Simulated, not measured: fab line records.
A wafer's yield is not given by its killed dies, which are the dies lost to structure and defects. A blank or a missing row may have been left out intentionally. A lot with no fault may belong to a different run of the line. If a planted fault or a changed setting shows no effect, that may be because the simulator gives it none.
Which of the tools did it? -- flow n5-finfet -- 15 lots with 43 wafers sampled at 6 steps, on a route of 1938 steps

== WHAT EACH GAUGE READ, for each wafer ==
N5_BEOL_M12_THK_MEAS_50: measures by xrf.
lot,measured,on,M12_THK (nm)
L368,day 10 08:29,film-metro-02,320 318 318
L369,day 11 02:55,film-metro-01,317 315 316
L370,day 11 06:08,film-metro-01,321 317 323
L374,day 12 05:21,film-metro-01,328 326 324
L376,day 12 07:44,film-metro-01,320 316
L375,day 12 13:11,film-metro-02,311 318
L381,day 13 19:15,film-metro-01,321 325 314
L384,day 14 03:06,film-metro-01,321 315 318
L382,day 14 07:10,film-metro-01,324 312 311
L386,day 15 04:07,film-metro-01,325 327 324
L388,day 15 07:50,film-metro-02,323 318 316
L387,day 15 17:41,film-metro-01,332 327 331
L389,day 15 18:13,film-metro-02,313 321 319
L390,day 15 21:27,film-metro-02,312 314 308
L391,day 16 17:59,film-metro-01,325 322 312

N5_BEOL_M13_CD_MEAS_28: the cd target is 209.5 nm.
lot,measured,on,cd-nm (nm)
L368,day 10 10:08,cd-sem-02,211.2 210.4 209.2
L369,day 11 04:40,cd-sem-02,210.2 210.3 209.6
L370,day 11 07:55,cd-sem-02,209.0 209.6 208.5
L374,day 12 07:07,cd-sem-02,242.5 211.0 210.2
L376,day 12 09:59,cd-sem-01,241.0 240.8
L375,day 12 14:49,cd-sem-03,210.2 245.9
L381,day 13 20:50,cd-sem-01,208.7 209.3 208.8
L384,day 14 04:49,cd-sem-03,209.8 211.3 209.0
L382,day 14 08:47,cd-sem-01,210.3 210.4 211.0
L386,day 15 05:43,cd-sem-03,208.0 210.1 209.6
L388,day 15 09:35,cd-sem-03,209.9 207.7 209.5
L387,day 15 19:26,cd-sem-03,209.8 208.9 209.3
L389,day 15 19:58,cd-sem-02,210.8 209.6 210.8
L390,day 15 23:17,cd-sem-03,210.5 211.0 209.7
L391,day 16 20:00,cd-sem-02,209.8 208.6 209.8

N5_BEOL_M15_RC_MEAS_101.
lot,measured,on,COMB_M10 (S/m),COMB_M11 (S/m),COMB_M12 (S/m),COMB_M14 (S/m),COMB_M15 (S/m),COMB_M5 (S/m),COMB_M6 (S/m),COMB_M7 (S/m),COMB_M8 (S/m),COMB_M9 (S/m),SERP_M10 (ohm/um),SERP_M11 (ohm/um),SERP_M12 (ohm/um),SERP_M13 (ohm/um),SERP_M13_max_site (ohm/um),SERP_M14 (ohm/um),SERP_M5 (ohm/um),SERP_M6 (ohm/um),SERP_M7 (ohm/um),SERP_M8 (ohm/um),SERP_M9 (ohm/um)
L368,day 11 00:22,prober-01,1.56e-11 1.93e-11 1.71e-11,1.33e-11 1.36e-11 2.03e-11,8.9e-12 6.5e-12 7.9e-12,4.9e-12 3.8e-12 4.3e-12,2.4e-12 3.4e-12 3.1e-12,5.1e-11 3e-11 3.4e-11,3.4e-11 2.2e-11 2.6e-11,2e-11 3.1e-11 2.7e-11,2.8e-11 2.7e-11 2.4e-11,1.5e-11 1.9e-11 1.1e-11,3.00 3.10 3.10,3.05 3.01 2.94,0.640 0.644 0.646,0.309 0.304 0.300,0.313 0.309 0.303,0.162 0.165 0.166,36.8 38.4 38.4,13.4 13.1 13.4,14.5 14.1 15.0,13.6 13.6 13.6,3.07 2.94 2.99
L369,day 11 20:24,prober-02,1.69e-11 1.8e-11 1.48e-11,1.65e-11 1.06e-11 1.99e-11,8.6e-12 9.1e-12 8e-12,4.3e-12 5.2e-12 4.7e-12,3.2e-12 3.6e-12 4.7e-12,4.4e-11 4.1e-11 3.5e-11,2.9e-11 2.6e-11 3e-11,2.1e-11 2.2e-11 1.6e-11,2.4e-11 3e-11 2.9e-11,1.3e-11 1.5e-11 1.5e-11,3.11 3.16 3.09,3.04 3.10 3.11,0.648 0.651 0.647,0.312 0.294 0.311,0.315 0.298 0.316,0.163 0.164 0.159,37.6 38.3 39.2,13.7 13.6 14.1,14.3 15.6 14.5,14.4 14.2 13.9,3.03 3.08 3.15
L370,day 12 00:10,prober-01,1.57e-11 1.69e-11 1.99e-11,1.05e-11 1.49e-11 1.42e-11,7.3e-12 8.2e-12 8.6e-12,3.4e-12 4.1e-12 4e-12,3.1e-12 2.9e-12 3.2e-12,3.8e-11 4e-11 5.1e-11,2.1e-11 2.4e-11 2.2e-11,2.3e-11 2.4e-11 2.4e-11,3.2e-11 2.2e-11 2.7e-11,9e-12 1.2e-11 1.1e-11,3.05 3.13 3.10,2.94 3.11 2.98,0.623 0.627 0.621,0.307 0.311 0.313,0.310 0.313 0.314,0.164 0.163 0.160,39.0 39.5 39.8,14.3 14.5 14.3,14.0 14.6 13.3,13.4 13.5 13.9,3.06 3.20 3.08
L374,day 13 04:18,prober-01,1.71e-11 1.16e-11 1.29e-11,1.63e-11 1.68e-11 1.89e-11,5.1e-12 5.9e-12 6.1e-12,3.8e-12 3.9e-12 4.4e-12,2.7e-12 3.7e-12 2.2e-12,3.6e-11 3.7e-11 4.2e-11,2.2e-11 2.5e-11 2.7e-11,3.6e-11 2.6e-11 2.3e-11,2.2e-11 2.1e-11 2.2e-11,1.1e-11 1.7e-11 1.8e-11,3.03 3.08 3.00,3.05 3.06 2.95,0.626 0.631 0.627,0.251 0.308 0.304,0.255 0.312 0.307,0.165 0.160 0.161,38.3 39.3 38.6,13.7 13.4 13.6,13.8 14.1 13.9,14.3 14.1 14.3,3.12 3.12 3.14
L376,day 13 04:11,prober-02,1.38e-11 1.23e-11,2.21e-11 1.69e-11,6.9e-12 8.9e-12,5e-12 3.9e-12,2.1e-12 2.5e-12,3.8e-11 3e-11,2.6e-11 2e-11,2.7e-11 3.1e-11,3e-11 3.1e-11,1.7e-11 2e-11,3.02 3.10,3.09 3.05,0.647 0.652,0.258 0.248,0.262 0.250,0.163 0.166,38.2 37.0,13.4 13.5,13.3 13.6,13.5 13.0,3.07 3.08
L375,day 13 05:46,prober-02,9.8e-12 1.19e-11,1.52e-11 2.13e-11,7.1e-12 5.4e-12,3.9e-12 4.1e-12,3.9e-12 3.9e-12,3.2e-11 4.5e-11,2.9e-11 2.3e-11,2.6e-11 3e-11,2.7e-11 2.6e-11,1.7e-11 1.1e-11,3.17 3.08,3.21 3.05,0.641 0.649,0.308 0.250,0.314 0.252,0.162 0.160,36.2 35.4,13.8 14.1,13.7 14.1,14.3 14.2,2.94 2.98
L381,day 14 13:32,prober-01,1.36e-11 1.27e-11 1.23e-11,1.63e-11 1.3e-11 1.28e-11,1.02e-11 8.9e-12 6.4e-12,5.2e-12 4.9e-12 5.2e-12,3.4e-12 3.1e-12 2.8e-12,3.2e-11 3.1e-11 4.1e-11,2.4e-11 2.3e-11 1.9e-11,3.1e-11 2.8e-11 2.8e-11,2.3e-11 2.2e-11 1.7e-11,1.1e-11 1.4e-11 8e-12,3.00 3.16 3.10,3.14 3.00 3.00,0.640 0.625 0.656,0.306 0.309 0.302,0.311 0.312 0.306,0.160 0.159 0.164,40.6 39.9 38.1,13.5 13.9 13.8,13.3 12.3 13.6,13.7 14.1 14.5,2.99 2.94 3.16
L384,day 15 04:52,prober-02,1.17e-11 1.32e-11 1.21e-11,1.76e-11 1.37e-11 2.04e-11,6.4e-12 7.5e-12 9.8e-12,3.6e-12 4e-12 4.8e-12,3.6e-12 4.1e-12 4.2e-12,2.9e-11 3e-11 3.3e-11,3e-11 4.2e-11 2.5e-11,2.9e-11 4.1e-11 3e-11,2.8e-11 2.6e-11 2.6e-11,1.8e-11 1.7e-11 1.3e-11,3.06 3.13 3.31,3.06 3.10 3.05,0.630 0.646 0.637,0.316 0.304 0.308,0.321 0.308 0.313,0.166 0.164 0.161,39.7 41.0 40.9,14.5 14.5 14.7,14.5 14.3 13.8,13.4 13.6 13.4,2.97 3.08 2.99
L382,day 15 04:47,prober-01,1.8e-11 1.38e-11 1.62e-11,1.73e-11 1.85e-11 1.4e-11,5.8e-12 9.1e-12 8e-12,3.7e-12 4.2e-12 4e-12,2.6e-12 3e-12 3e-12,4.2e-11 3.7e-11 3.9e-11,2.5e-11 1.8e-11 2.4e-11,3.2e-11 2.5e-11 2.3e-11,3.1e-11 2.4e-11 2.8e-11,1.5e-11 1.7e-11 1.6e-11,3.09 3.04 3.17,3.05 2.93 3.04,0.634 0.665 0.662,0.304 0.309 0.309,0.307 0.313 0.314,0.158 0.160 0.159,38.9 39.0 39.4,13.7 13.9 14.4,14.3 14.2 13.7,13.4 13.2 13.5,3.07 3.05 3.07
L386,day 15 22:14,prober-01,1.37e-11 9.1e-12 1.03e-11,1.5e-11 1.31e-11 1.22e-11,6.4e-12 5.9e-12 7.1e-12,4.3e-12 3.4e-12 3.5e-12,4.2e-12 3.2e-12 3.4e-12,6e-11 5.9e-11 4.1e-11,2.3e-11 2.8e-11 2.8e-11,4.2e-11 3.2e-11 3.8e-11,2.2e-11 2.2e-11 2.5e-11,1.2e-11 1.2e-11 1.4e-11,2.99 3.04 3.00,3.06 2.95 3.15,0.596 0.625 0.610,0.315 0.300 0.301,0.319 0.303 0.303,0.159 0.164 0.161,37.8 40.0 38.0,13.1 13.8 13.6,13.5 14.0 13.3,14.0 14.2 13.9,3.14 3.03 3.02
L388,day 16 02:41,prober-02,1.2e-11 1.35e-11 1.53e-11,1.23e-11 1.44e-11 1.59e-11,8e-12 7.5e-12 6.8e-12,6.2e-12 4.9e-12 5e-12,3.5e-12 4.3e-12 3e-12,4.2e-11 5.3e-11 3.8e-11,3.1e-11 2.9e-11 2.5e-11,2.2e-11 2.1e-11 2.4e-11,1.8e-11 3e-11 1.8e-11,1.4e-11 1.7e-11 2e-11,3.13 3.11 3.10,2.91 2.94 3.01,0.618 0.637 0.626,0.303 0.313 0.310,0.307 0.318 0.314,0.162 0.161 0.160,36.3 38.3 38.5,14.1 14.8 14.7,14.1 14.1 13.6,13.3 13.3 13.8,2.91 3.01 3.10
L387,day 16 08:49,prober-01,1.73e-11 1.82e-11 1.51e-11,1.94e-11 1.82e-11 1.9e-11,9.2e-12 8e-12 5.6e-12,4.7e-12 3.4e-12 4.5e-12,2.6e-12 3.2e-12 3.3e-12,5.4e-11 4.6e-11 4e-11,3.4e-11 3.3e-11 2.4e-11,2.7e-11 2.4e-11 2.2e-11,3.1e-11 3.3e-11 3.5e-11,1.3e-11 1.3e-11 1.6e-11,3.08 3.07 3.03,2.91 3.12 3.10,0.606 0.617 0.617,0.311 0.313 0.315,0.316 0.315 0.321,0.164 0.159 0.159,38.5 38.4 37.7,14.0 13.4 14.0,13.0 13.8 13.2,13.5 14.3 13.4,3.04 3.25 3.15
L389,day 16 15:57,prober-02,1.42e-11 1.84e-11 1.95e-11,1.5e-11 1.12e-11 1.19e-11,6.4e-12 8.7e-12 7.9e-12,6.2e-12 3.9e-12 4.5e-12,3e-12 4.1e-12 3.1e-12,4e-11 4.1e-11 4.1e-11,2.3e-11 3.1e-11 2.4e-11,2.4e-11 2.1e-11 2.6e-11,2.9e-11 2.7e-11 2.4e-11,2.1e-11 1.5e-11 1.7e-11,3.01 3.12 3.02,3.08 2.98 3.02,0.635 0.629 0.629,0.301 0.316 0.307,0.303 0.321 0.313,0.165 0.165 0.166,38.9 40.9 38.1,15.1 13.5 14.2,14.1 13.8 14.5,14.0 14.0 14.0,3.14 2.99 2.97
L390,day 16 16:13,prober-01,1.54e-11 1e-11 1.63e-11,1.39e-11 1.25e-11 1.43e-11,7.7e-12 1.07e-11 7.2e-12,4.4e-12 3.8e-12 4.2e-12,3.6e-12 2.7e-12 2.6e-12,3.8e-11 2.8e-11 3.5e-11,1.9e-11 3.3e-11 2e-11,1.9e-11 2.4e-11 2.5e-11,2.4e-11 1.9e-11 1.7e-11,1.7e-11 1.6e-11 1.2e-11,3.08 3.09 3.20,2.95 3.03 3.02,0.656 0.634 0.659,0.307 0.301 0.305,0.310 0.304 0.306,0.158 0.161 0.162,38.5 38.5 39.6,13.7 12.8 14.0,14.1 13.7 13.9,13.7 13.0 13.9,2.97 3.12 3.07
L391,day 17 11:56,prober-01,1.77e-11 1.59e-11 1.11e-11,1.63e-11 1.91e-11 1.06e-11,8.2e-12 6e-12 9e-12,3.5e-12 3.8e-12 4.3e-12,2.9e-12 2.8e-12 3e-12,3.8e-11 4.4e-11 5.3e-11,2.6e-11 3.3e-11 3.5e-11,2.7e-11 2.2e-11 2.3e-11,1.9e-11 2.4e-11 2.2e-11,1.8e-11 1.7e-11 1.5e-11,3.02 3.08 3.12,3.03 3.00 3.11,0.616 0.617 0.658,0.303 0.317 0.306,0.308 0.318 0.310,0.162 0.162 0.162,39.9 39.1 39.0,14.0 14.2 13.7,13.3 13.3 13.6,13.6 13.5 13.5,2.95 2.94 3.01

== WHICH TOOL RAN EACH LOT (tool, then ch and the chambers of the sampled wafers, then the start) ==
lot,N5_BEOL_M13_VIA_ETCH_16,N5_BEOL_M13_STRIP_64,N5_BEOL_M13_EXPOSE_25
L368,"rie-diel-03 ch 2,3, day 10 09:20","plasma-asher-02 ch 0,1, day 10 09:39","krf-scanner-02 ch 0, day 10 09:59"
L369,"rie-diel-02 ch 2,3, day 11 03:52","plasma-asher-01 ch 0,1, day 11 04:09","krf-scanner-02 ch 0, day 11 04:30"
L370,"rie-diel-06 ch 0,1,2, day 11 07:07","plasma-asher-01 ch 0, day 11 07:25","krf-scanner-01 ch 0, day 11 07:46"
L374,"rie-diel-02 ch 1,2, day 12 06:14","plasma-asher-02 ch 0,1, day 12 06:31","krf-scanner-01 ch 0, day 12 06:57"
L376,"rie-diel-06 ch 1,3, day 12 09:10","plasma-asher-02 ch 0,1, day 12 09:28","krf-scanner-01 ch 0, day 12 09:49"
L375,"rie-diel-03 ch 1,3, day 12 14:02","plasma-asher-02 ch 0, day 12 14:21","krf-scanner-01 ch 0, day 12 14:39"
L381,"rie-diel-06 ch 1,2,3, day 13 20:04","plasma-asher-01 ch 0,1, day 13 20:23","krf-scanner-02 ch 0, day 13 20:41"
L384,"rie-diel-03 ch 0,1, day 14 03:55","plasma-asher-02 ch 0,1, day 14 04:13","krf-scanner-02 ch 0, day 14 04:38"
L382,"rie-diel-03 ch 2,3, day 14 07:59","plasma-asher-02 ch 0,1, day 14 08:16","krf-scanner-02 ch 0, day 14 08:37"
L386,"rie-diel-06 ch 1,2, day 15 04:56","plasma-asher-02 ch 0,1, day 15 05:15","krf-scanner-02 ch 0, day 15 05:33"
L388,"rie-diel-03 ch 0,2,3, day 15 08:45","plasma-asher-01 ch 0,1, day 15 09:07","krf-scanner-02 ch 0, day 15 09:25"
L387,"rie-diel-02 ch 0,2, day 15 18:40","plasma-asher-01 ch 0,1, day 15 18:58","krf-scanner-02 ch 0, day 15 19:16"
L389,"rie-diel-06 ch 0,1, day 15 19:11","plasma-asher-02 ch 0, day 15 19:29","krf-scanner-02 ch 0, day 15 19:48"
L390,"rie-diel-03 ch 0,1,2, day 15 22:23","plasma-asher-02 ch 0,1, day 15 22:41","krf-scanner-01 ch 0, day 15 23:07"
L391,"rie-diel-06 ch 2,3, day 16 19:05","plasma-asher-02 ch 1, day 16 19:23","krf-scanner-01 ch 0, day 16 19:50"
- N5_BEOL_M13_VIA_ETCH_16: etches SiOC in C4F8/O2/Ar, target depth 921.7 nm.
- N5_BEOL_M13_STRIP_64: strips in N2/H2.
- N5_BEOL_M13_EXPOSE_25: exposes mask M13, target cd 210 nm.

== AS READ BY THE TOOLS THEMSELVES (means over the sampled wafers that have a number; for cases with no such wafer, the mark the record gives instead) ==
N5_BEOL_M13_VIA_ETCH_16.
lot,tool,drypump-motor-current-A (A),oes-product-au (a.u.),rf-vpp-V (V),showerhead-plenum-p-Torr (Torr),throttle-valve-pct (%)
L368,rie-diel-03,5.3,0.73,663,3.31,24.26
L369,rie-diel-02,6.0,0.71,664,3.38,24.45
L370,rie-diel-06,5.8,0.83,666,3.44,24.07
L374,rie-diel-02,6.2,0.65,663,3.35,24.37
L376,rie-diel-06,6.1,0.76,668,3.53,23.95
L375,rie-diel-03,5.7,0.73,666,3.44,24.39
L381,rie-diel-06,5.8,0.75,668,3.50,24.05
L384,rie-diel-03,6.2,0.67,666,3.46,24.39
L382,rie-diel-03,5.3,0.74,663,3.32,24.31
L386,rie-diel-06,5.5,0.75,667,3.46,24.15
L388,rie-diel-03,5.7,0.72,663,3.31,24.27
L387,rie-diel-02,6.1,0.67,667,3.46,24.16
L389,rie-diel-06,6.1,0.78,665,3.43,24.04
L390,rie-diel-03,6.0,0.67,665,3.37,24.34
L391,rie-diel-06,5.4,0.72,666,3.48,24.15

N5_BEOL_M13_STRIP_64.
lot,tool,drypump-motor-current-A (A),heater-power-w (W),oes-product-au (a.u.),strip-time-to-endpoint-s (s)
L368,plasma-asher-02,6.44,329,0.715,31.38
L369,plasma-asher-01,5.85,298,0.714,31.36
L370,plasma-asher-01,5.75,313,0.718,31.41
L374,plasma-asher-02,6.39,327,0.715,31.32
L376,plasma-asher-02,6.43,326,0.712,31.42
L375,plasma-asher-02,6.39,330,0.714,31.34
L381,plasma-asher-01,5.80,307,0.713,31.34
L384,plasma-asher-02,6.43,323,0.716,31.42
L382,plasma-asher-02,6.44,320,0.713,31.32
L386,plasma-asher-02,6.43,324,0.715,31.28
L388,plasma-asher-01,5.87,295,0.717,31.39
L387,plasma-asher-01,5.82,304,0.716,31.26
L389,plasma-asher-02,6.40,331,0.713,31.32
L390,plasma-asher-02,6.44,325,0.715,31.45
L391,plasma-asher-02,6.45,322,0.714,31.21

== THE ANSWER, worked out from the rows above alone ==
Rule: the usual values come from the lots themselves. The widest of any qualifying gaps counts: lots, ordered by their means at a reading, are off when they make up no more than a third of the lots, leave a main group of 4 or more, and stand apart from it by 3 or more times the standard deviation of that group's means. If all means in a main group match to the digits the tables above print for the reading, that group is not used. A lot without any number at a reading at which 4 lots or more have one is off too. All remaining lots with rows at the step are treated as sound. The gauges are gone through in route order, then the tools' own readings, and for those a lot's mean is taken as printed above. At the first step where some lot is off, the reading lying furthest off is the one used; lots without a number count as furthest.
Off: L374, L376, L375, at N5_BEOL_M13_CD_MEAS_28 (cd-nm). The main group has a mean of 209.7 nm with a standard deviation of 0.59.
If a tool, at a process step before that reading, ran all the lots that are off and no sound lot after the first of them, it fits. Not tried: the gauges at N5_BEOL_M13_CD_MEAS_28; whatever is off there is also off at N5_BEOL_M15_RC_MEAS_101, on other tools, and gauge error can't account for it. Of those tried, none fits.

== WHAT WAS PUT IN BY THE SIMULATOR ==
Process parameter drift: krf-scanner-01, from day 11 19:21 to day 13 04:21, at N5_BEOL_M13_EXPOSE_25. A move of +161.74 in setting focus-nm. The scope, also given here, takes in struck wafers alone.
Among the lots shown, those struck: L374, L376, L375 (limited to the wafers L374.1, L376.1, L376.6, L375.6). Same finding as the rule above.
